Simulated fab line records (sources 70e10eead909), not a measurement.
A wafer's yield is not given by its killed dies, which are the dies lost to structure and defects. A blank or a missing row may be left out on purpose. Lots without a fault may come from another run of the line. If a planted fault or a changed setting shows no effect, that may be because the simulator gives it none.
Which tool was responsible? + flow nand-harc + 33 wafers from 11 lots sampled at 2 of the route's 1302 steps

WHAT THE GAUGES SHOWED, per wafer
NHARC_A_STAIRCASE_INSPECT_155.
| lot  | measured     | on                | raw-defect-count |
|------|--------------|-------------------|------------------|
| L076 | day 20 00:06 | defect-inspect-01 | 315 462 333      |
| L078 | day 20 03:16 | defect-inspect-01 | 519 774 549      |
| L079 | day 21 04:20 | defect-inspect-02 | 401 510 739      |
| L082 | day 22 20:28 | defect-inspect-02 | 267 266 212      |
| L081 | day 23 01:31 | defect-inspect-02 | 642 508 820      |
| L085 | day 23 16:39 | defect-inspect-01 | 362 382 552      |
| L089 | day 24 22:37 | defect-inspect-02 | 351 562 459      |
| L091 | day 25 18:58 | defect-inspect-02 | 500 378 450      |
| L094 | day 26 17:44 | defect-inspect-01 | 477 498 429      |
| L096 | day 28 03:46 | defect-inspect-02 | 410 368 437      |
| L095 | day 29 00:44 | defect-inspect-01 | 395 242 262      |

TOOL THAT RAN EACH LOT (tool first, then ch and the chambers of the sampled wafers, then the start)
| lot  | NHARC_A_STAIRCASE_ETCHBACK_422     |
|------|------------------------------------|
| L076 | rie-diel-01 ch 0,3, day 19 22:50   |
| L078 | rie-diel-08 ch 1,2,3, day 20 01:44 |
| L079 | rie-diel-01 ch 0,1,3, day 21 03:07 |
| L082 | rie-diel-01 ch 2,3, day 22 19:14   |
| L081 | rie-diel-01 ch 1,2,3, day 23 00:11 |
| L085 | rie-diel-08 ch 0,2,3, day 23 15:19 |
| L089 | rie-diel-01 ch 0,2,3, day 24 21:21 |
| L091 | rie-diel-01 ch 0,1,2, day 25 17:40 |
| L094 | rie-diel-01 ch 0,1,3, day 26 16:10 |
| L096 | rie-diel-11 ch 0,3, day 28 02:32   |
| L095 | rie-diel-01 ch 0,2,3, day 28 23:31 |
- NHARC_A_STAIRCASE_ETCHBACK_422: etches the open film in CH3F/O2, target depth 40 nm, time 74.286 s.

THE ANSWER, worked out from the rows above alone
Rule: the lots themselves supply what counts as usual. The widest of any qualifying gaps counts: lots, ordered by their means at a reading, are off when they make up no more than a third of the lots, leave a main group of 4 or more, and stand apart from it by 3 or more times the standard deviation of that group's means. A main group whose means are all the same, to the digits that the tables above print for the reading, isn't used. Also off: a lot with no number at a reading for which 4 or more lots have one. Where the step has rows for the other lots, those lots are counted as sound.
Nothing can be told from this: no lot is off at any reading shown.

WHAT THE SIMULATOR PUT IN
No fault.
